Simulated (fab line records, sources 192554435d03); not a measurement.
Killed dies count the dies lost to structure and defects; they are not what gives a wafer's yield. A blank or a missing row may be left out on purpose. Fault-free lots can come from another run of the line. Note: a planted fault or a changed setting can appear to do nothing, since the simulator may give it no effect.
Split-lot trial    flow n5_finfet    21 wafers read from 7 lots, route of 1938 steps

== SPLIT DETAILS ==
At N5_BEOL_M5_ETCH_41 (etches SiCN in CH3F/O2, target depth 31.5 nm, time 56.7 s), the setting source_w was moved away from the recipe's 395 W on 7 of the 21 wafers read, by -17.2% to -10.3%. For the rest of the wafers, this setting stayed at what the recipe calls for.

Reading taken at the split's own step.

== THE READING ==
rf_vpp_V, in V, at N5_BEOL_M5_ETCH_41 (etches SiCN in CH3F/O2, target depth 31.5 nm, time 56.7 s). Fault-free wafers of this fab line usually give 297.7 V, standard deviation 1.5 V.

wafer   tool, chamber at the split  source_w as run, W  against the recipe  rf_vpp_V, V  against lot-mates on the recipe
L078.3  rie_diel-02, 0              395                 recipe              300.4        -
L078.5  rie_diel-02, 3              327.1               -17.2%              316.1        +16.0
L078.6  rie_diel-02, 1              395                 recipe              299.8        -
L081.1  rie_diel-06, 3              395                 recipe              296.9        -
L081.2  rie_diel-06, 0              395                 recipe              297.3        -
L081.4  rie_diel-06, 1              395                 recipe              296.3        -
L083.2  rie_diel-06, 3              395                 recipe              295.6        -
L083.5  rie_diel-06, 1              395                 recipe              295.5        -
L083.6  rie_diel-06, 2              395                 recipe              297.6        -
L084.1  rie_diel-02, 3              395                 recipe              299.2        -
L084.3  rie_diel-02, 1              335.3               -15.1%              316.7        +17.0
L084.5  rie_diel-02, 0              395                 recipe              300.2        -
L082.1  rie_diel-06, 3              344.2               -12.9%              309.9        no lot-mate on the recipe
L082.3  rie_diel-06, 2              344.2               -12.9%              311.5        no lot-mate on the recipe
L082.6  rie_diel-06, 3              344.2               -12.9%              308.7        no lot-mate on the recipe
L096.2  rie_diel-05, 2              354.2               -10.3%              307.3        +9.0
L096.3  rie_diel-05, 3              354.2               -10.3%              310.7        +12.4
L096.6  rie_diel-05, 3              395                 recipe              298.3        -
L097.2  rie_diel-02, 1              395                 recipe              298.4        -
L097.3  rie_diel-02, 3              395                 recipe              297.7        -
L097.4  rie_diel-02, 2              395                 recipe              297.2        -

FIT RESULTS
A straight line over all 21 wafers: rf_vpp_V changes by -1.05 V for each +1% of source_w; r = -0.97; the points scatter about the line by 1.7 V.
The same after taking each lot's own level away (the mean of its wafers on the recipe; 18 wafers): -1.02 V for each +1%; r = -0.99; scatter 0.98 V.
According to that fit, moving source_w by its largest amount changes the reading by 18 V.
From 296.23 to 300.10 V: that is the span of the lots' own levels, equal to 2.6 times the standard deviation above.
Hence the lot-to-lot level has little effect on the slope; both slopes agree.
Check: for one of the wafers moved furthest among these (-17.2%), held out of the fit, the line's prediction against its lot-mates is +18.6 V. It came out at +16 V against them.
Tool readings at the split's step, against how far the setting was moved: rf_vpp_V r = -0.97.

== THESE WAFERS: OTHER SPLITS ==
These wafers also went through other splits before the reading. Each is held against what the fit with the lots' levels taken away leaves over:
other split on the same wafers      wafers away from the commonest value  r with rf_vpp_V (lot level and that fit taken away)
N5_BEOL_M5_DESCUM_16 time_s         7                                     +0.30
N5_BEOL_M5_TRENCH_ETCH_37 source_w  7                                     +0.13

== THE FILE'S OWN FIT ==
rf_vpp_V changes by -1.02 V for each +1% of source_w, r = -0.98.
